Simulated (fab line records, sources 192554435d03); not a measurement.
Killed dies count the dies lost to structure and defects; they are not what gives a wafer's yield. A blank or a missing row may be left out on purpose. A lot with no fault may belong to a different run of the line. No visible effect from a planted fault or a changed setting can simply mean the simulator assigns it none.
A struck lot beside a sound one -- flow n5 finfet -- 15 steps out of a route of 1938
Sound: the wafers L280.3, L280.5, L280.6. Struck: wafer L293.1. (L293.2, L293.5 of the same lot were not struck and are left out.) The cause comes at the end.
At each step with rows: each side's tool, then ch and its chambers, then its first start. Under that, the readings that differ: sound wafers -- struck wafers -- difference of the means -- sigmas: that difference in standard deviations of wafers without a fault.
alike: words and numbers the same on both sides, and readings whose means are apart by under 2 such deviations; not compared: readings that were withheld, readings missing a value for some wafer, numbers with overlapping values and no deviation given by the record, and bounds like >300 which may hide the same value.
Wherever a step has rows on one side only, a row that says differs or no value, or a row with sigmas, the two part there. Non-overlapping numbers with no deviation appear without sigmas and do not part them. Lack of a reading on every wafer of one side parts them only where that side has two or more wafers.

N5_SD_ACTIVATION_RS_MEAS_03: a four-point-probe measurement.
  struck on film metro-02, day 7 15:12; sound on film metro-01, day 4 08:57
  alike: RS_SD_N, RS_SD_P
N5_SD_ACTIVATION_INSPECT_02: inspects for defects (darkfield).
  struck on defect inspect-02, day 7 15:31; sound on defect inspect-02, day 4 09:14
  alike: raw defect count
N5_ILD0_LINER_00: material SiNx, target thk 4 nm, pulse time 1 s, purge time 2 s.
  sound on ald sin-03 ch 1,2,3, day 4 09:32; struck on ald sin-02 ch 1, day 7 15:34
  alike: heater power w, precursor pulse height rel
then, 2 steps without rows for these wafers: N5_ILD0_FCVD_FILL_01 (material SiO2 flowable, target thk 200 nm, time 328.3 s); N5_ILD0_CURE_02 (time 1800 s).
N5_ILD0_CMP_03: polishes, stops on SiNx, t overpolish 1.9 s, target thk 197.38 nm.
  sound on cmp-03 ch 0,1,3, day 4 12:20; struck on cmp-02 ch 0, day 7 17:56
reading,sound,struck,difference,sigmas
time to endpoint s (s),66 71 64,78,+11,+2
  alike: edge zone pressure frac, motor current A, overpolish run s
N5_ILD0_THK_MEAS_04:
  struck on film metro-01, day 7 18:14; sound on film metro-01, day 4 12:34
  alike: thk nm
N5_ILD0_CMP_07: polishes SiO2 flowable, stops on poly-Si, t overpolish 1.18 s, target thk 138.88 nm.
  sound on cmp-02 ch 2,3, day 4 12:38; struck on cmp-03 ch 0, day 7 18:16
  alike: edge zone pressure frac, motor current A
N5_ILD0_THK_MEAS_08:
  struck on film metro-01, day 7 18:33; sound on film metro-01, day 4 12:53
  alike: thk nm
then, 1 step without rows for these wafers: N5_ILD0_PRECLEAN_10 (cleans in NF3:NH3, afs cycles 5, time 20 s, sublimation time 60 s).
N5_ILD0_ALD_15: deposits SiNx, target thk 24 nm, pulse time 1 s, ald cycles 480.
  sound on ald sin-02 ch 1,2, day 4 13:36; struck on ald sin-02 ch 2, day 7 19:16
  alike: heater power w, precursor pulse height rel
N5_ILD0_CMP_12: polishes SiNx, stops on poly-Si, t overpolish 6 s, target thk 17.67 nm.
  sound on cmp-01 ch 1,2, day 4 15:48; struck on cmp-03 ch 2, day 7 21:28
reading,sound,struck,difference,sigmas
time to endpoint s (s),30 34 34,52,+19,+6
  alike: edge zone pressure frac, motor current A, overpolish run s
N5_ILD0_THK_MEAS_13:
  struck on film metro-02, day 7 21:46; sound on film metro-02, day 4 16:06
  alike: thk nm
-- the record jumps here: 4 days lie between the struck wafers' starts before and after (it left off in module ILD0 and takes up again in module BEOL_M4, whose first step shown is number 1111 of the route) --
N5_BEOL_M4_RC_MEAS_101:
  sound on prober-01 ch 0, day 8 15:01; struck on prober-02 ch 0, day 11 23:51
  alike: DIBL_N, DIBL_P, IOFF_N, IOFF_P, ION_N, ION_P, SS_N, SS_P, VT_N, VT_P
N5_PASSIVATION_PROBE_49:
  the record holds rows for the sound wafers here (prober-02, day 13 02:01) but none for the struck ones

WHERE THEY PART
Earliest at N5_ILD0_CMP_03; latest, in this record, at N5_PASSIVATION_PROBE_49.

WHY: whatever the simulator had introduced
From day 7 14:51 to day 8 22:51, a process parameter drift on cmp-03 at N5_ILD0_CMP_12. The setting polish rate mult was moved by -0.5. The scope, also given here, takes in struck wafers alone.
